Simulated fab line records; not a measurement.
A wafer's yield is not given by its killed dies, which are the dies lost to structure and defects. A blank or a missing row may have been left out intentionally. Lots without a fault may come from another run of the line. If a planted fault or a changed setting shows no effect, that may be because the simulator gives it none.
A lot that was struck, set against a sound lot | flow n5-finfet | 19 out of 1938 route steps
Sound: these wafers, L260.1, L260.2, L260.6. Wafers struck: L252.2, L252.4, L252.5. The cause is named last.
At each step with rows: each side's tool, then ch and its chambers, then its first start. Under that, the readings that differ: sound wafers | struck wafers | difference of the means | sigmas: that difference in standard deviations of wafers without a fault.
alike: a reading whose means differ by less than 2 such deviations, as well as words and numbers matching on both sides. not compared: withheld readings; readings where some wafer has no value; bounds like >300 that might hide an equal value; numbers whose values overlap and for which the record gives no deviation.
Wherever a step has rows on one side only, a row that says differs or no value, or a row with sigmas, the two part there. Numbers that don't overlap but have no deviation are shown without sigmas and don't part them. A reading missing from all wafers of one side parts the sides only when that side holds two or more wafers.

first, 7 steps without rows for these wafers: N5_BEOL_M8_COAT_60 (time 60 s, resist thk 35 nm); N5_BEOL_M8_COAT_05 (resist thk 90 nm); N5_BEOL_M8_EBR_07; N5_BEOL_M8_SOFTBAKE_06 (time 60 s); N5_BEOL_M8_EXPOSE_08 (exposes mask M8); N5_BEOL_M8_PEB_09 (peb time 60 s); N5_BEOL_M8_DEVELOP_10 (develop time 30 s).
N5_BEOL_M8_CD_MEAS_11: target cd 38.5 nm.
  sound on cd-sem-03 ch 0, day 14 01:29; struck on cd-sem-03 ch 0, day 12 05:29
  alike: cd-nm
N5_BEOL_M8_OVL_MEAS_12:
  sound on overlay-01 ch 0, day 14 01:31; struck on overlay-01 ch 0, day 12 05:31
  alike: M8_OVL
N5_BEOL_M8_INSPECT_13: inspects for defects (brightfield).
  sound on defect-inspect-01, day 14 01:32; struck on defect-inspect-01, day 12 05:33
  alike: raw-defect-count
N5_BEOL_M8_DESCUM_16: chemistry O2, time 7.9 s.
  sound on rie-diel-03 ch 2,3, day 14 01:46; struck on rie-diel-03 ch 0,1,2, day 12 05:58
  alike: drypump-motor-current-A, oes-product-au, rf-vpp-V, showerhead-plenum-p-Torr, throttle-valve-pct
  not compared: rf-hours-counter-h
N5_BEOL_M8_ETCH_61: etches SiARC in CF4, target depth 45.5 nm, time 75.8 s.
  sound on rie-diel-03 ch 2,3, day 14 01:49; struck on rie-diel-03 ch 0,1,2, day 12 06:00
  alike: bias-w, cf4-flow-sccm, drypump-motor-current-A, etch-rf-on-time-s, oes-product-au, rf-vpp-V, showerhead-plenum-p-Torr, throttle-valve-pct
  not compared: rf-hours-counter-h
N5_BEOL_M8_ETCH_62: etches SOC in N2/H2, target depth 110 nm, overetch 22 nm, time 165 s.
  sound on rie-diel-03 ch 2,3, day 14 01:52; struck on rie-diel-03 ch 0,1,2, day 12 06:04
  no value came back on the struck wafers for any of 7 readings (bias-w (W), chamber-pressure-mTorr (mTorr) and others); on the sound wafers bias-w (W) reads 150.7 149.5 149.7
  reading                                      | sound          | struck         | difference | sigmas
  model.CAR-ArF_of_BEOL_M8_COAT_05.thk-nm (nm) | 0 0 0          | 50.4 50.6 50.8 | +50.6      |
  model.SiARC_of_BEOL_M8_COAT_60.thk-nm (nm)   | 27.8 27.6 27.6 | 35 35 35       | +7         |
  not compared: rf-hours-counter-h
then, 1 step without rows for these wafers: N5_BEOL_M8_STRIP_68 (strips in N2/H2).
N5_BEOL_M8_STRIP_67: strips in CF4.
  sound on rie-diel-03 ch 2,3, day 14 02:01; struck on rie-diel-03 ch 0,1,2, day 12 06:12
  alike: drypump-motor-current-A, oes-product-au, rf-vpp-V, showerhead-plenum-p-Torr, throttle-valve-pct
  not compared: rf-hours-counter-h
N5_BEOL_M8_HM_OPEN_17: chemistry Cl2/BCl3, target TiN, target depth 20 nm, overetch 6 nm.
  sound on rie-metal-01 ch 0,1, day 14 02:03; struck on rie-metal-02 ch 0, day 12 06:15
  reading                | sound             | struck            | difference | sigmas
  oes-product-au (a.u.)  | 0.58 0.76 0.58    | 0.29 0.29 0.29    | -0.35      | -5
  throttle-valve-pct (%) | 22.23 22.27 22.23 | 22.83 22.85 22.82 | +0.59      | +5
  alike: drypump-motor-current-A
  not compared: rf-hours-counter-h
N5_BEOL_M8_STRIP_19: strips in O2.
  sound on rie-diel-02 ch 0,2, day 14 02:11; struck on rie-diel-03 ch 0,1,3, day 12 06:29
  alike: drypump-motor-current-A, oes-product-au, rf-vpp-V, showerhead-plenum-p-Torr, throttle-valve-pct
  not compared: rf-hours-counter-h
N5_BEOL_M8_CD_MEAS_18: pitch 80 nm, target cd 40 nm.
  sound on cd-sem-01, day 14 02:14; struck on cd-sem-01, day 12 06:33
  reading    | sound          | struck | difference                    | sigmas
  cd-nm (nm) | 40.0 40.4 40.1 | - - -  | no value on the struck wafers |
then, 1 step without rows for these wafers: N5_BEOL_M8_COAT_63 (time 60 s, resist thk 60 nm).

## WHERE THEY PART
At N5_BEOL_M8_ETCH_62 first; at N5_BEOL_M8_CD_MEAS_18 last (within this record only).

WHY: whatever the simulator had introduced
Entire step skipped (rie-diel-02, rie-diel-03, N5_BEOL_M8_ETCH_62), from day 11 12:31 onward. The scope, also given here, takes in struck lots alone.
